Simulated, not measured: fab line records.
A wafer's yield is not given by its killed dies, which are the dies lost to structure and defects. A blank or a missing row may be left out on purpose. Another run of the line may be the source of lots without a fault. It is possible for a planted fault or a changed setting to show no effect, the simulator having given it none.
Commonality check across tools    flow nand_harc    42 wafers sampled across 14 lots

== WHAT PROMPTED THE OPENING ==
On 2 of the 14 lots, a flag is raised at NHARC_A_ONON_D1_THK_MEAS_27 on the reading thk_nm. Wafers without a fault read 999 nm, standard deviation 7.2.
Rule: a lot is flagged when every wafer of it that has a number lies more than 4 standard deviations from that mean, or none has a number. The rest of the lots are taken to be sound.

lot   measured      on             thk_nm (nm), wafer by wafer  flag
L136  day 7 11:29   film_metro-02  1011 1013 1012               
L137  day 8 11:19   film_metro-02  1001 1000 999                
L139  day 8 11:19   film_metro-01  1006 1006 1007               
L138  day 8 11:20   film_metro-02  997 996 998                  
L140  day 9 05:10   film_metro-02  996 995 995                  
L141  day 9 05:21   film_metro-02  996 999 996                  
L142  day 9 13:43   film_metro-01  989 990 988                  
L144  day 10 05:16  film_metro-01  1003 1003 1004               
L146  day 10 17:44  film_metro-01  1005 1004 1002               
L154  day 12 06:04  film_metro-01  662 661 661                  FLAGGED
L152  day 12 06:25  film_metro-02  682 680 682                  FLAGGED
L155  day 12 22:56  film_metro-01  991 991 991                  
L157  day 12 23:13  film_metro-01  1002 1001 999                
L158  day 13 09:17  film_metro-01  998 997 995                  
Average over the flagged lots: 671 nm; offset from the usual -328 nm, equal to -46 standard deviations.

== WHICH TOOL RAN EACH LOT ==
The record holds 1 process step before the reading, out of a route of 1159 steps. Each cell gives the tool, then ch followed by the chambers the sampled wafers passed through, then the start.
lot   flag     NHARC_A_ONON_D1_DEP_25
L136           pecvd_onon-04 ch 0, day 7 10:59
L137           pecvd_onon-01 ch 0, day 8 10:52
L139           pecvd_onon-03 ch 0, day 8 10:56
L138           pecvd_onon-04 ch 0, day 8 10:53
L140           pecvd_onon-03 ch 0, day 9 04:43
L141           pecvd_onon-04 ch 0, day 9 04:53
L142           pecvd_onon-04 ch 0, day 9 13:16
L144           pecvd_onon-04 ch 0, day 10 04:45
L146           pecvd_onon-01 ch 0, day 10 17:20
L154  FLAGGED  pecvd_onon-01 ch 0, day 12 05:33
L152  FLAGGED  pecvd_onon-01 ch 0, day 12 05:58
L155           pecvd_onon-03 ch 0, day 12 22:26
L157           pecvd_onon-04 ch 0, day 12 22:42
L158           pecvd_onon-03 ch 0, day 13 08:50
What these steps do:
- NHARC_A_ONON_D1_DEP_25: target thk 1000 nm.
- NHARC_A_ONON_D1_THK_MEAS_27: measures by ellipsometry.

== FLAGGED AGAINST TOTAL, ONE TOOL AT A TIME (gauges that did the reading follow at the end) ==
step                         tool           lots run  flagged  share of the flagged lots  sound lots run after its first flagged lot
NHARC_A_ONON_D1_DEP_25       pecvd_onon-01  4         2        all                        0
NHARC_A_ONON_D1_DEP_25       pecvd_onon-03  4         0        none                       -
NHARC_A_ONON_D1_DEP_25       pecvd_onon-04  6         0        none                       -
NHARC_A_ONON_D1_THK_MEAS_27  film_metro-01  8         1        some                       3 (L155,L157,L158)
NHARC_A_ONON_D1_THK_MEAS_27  film_metro-02  6         1        some                       0

== THE TABLE: WHAT IT ALLOWS ==
All flagged lots share 1 row of the table, namely pecvd_onon-01 at NHARC_A_ONON_D1_DEP_25.
- pecvd_onon-01 at NHARC_A_ONON_D1_DEP_25 ran 4 lots, 2 of them flagged. A fault beginning between L146 (day 10 17:20), its last sound lot, and L154 (day 12 05:33), its first flagged one, fits the data.
Just one tool remains: pecvd_onon-01 at NHARC_A_ONON_D1_DEP_25.

== WHAT THE SIMULATOR PUT IN ==
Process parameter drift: pecvd_onon-01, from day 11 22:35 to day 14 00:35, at NHARC_A_ONON_D1_DEP_25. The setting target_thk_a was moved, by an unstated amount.
Struck lots among those shown: L154, L152. The rule above reached the same finding.
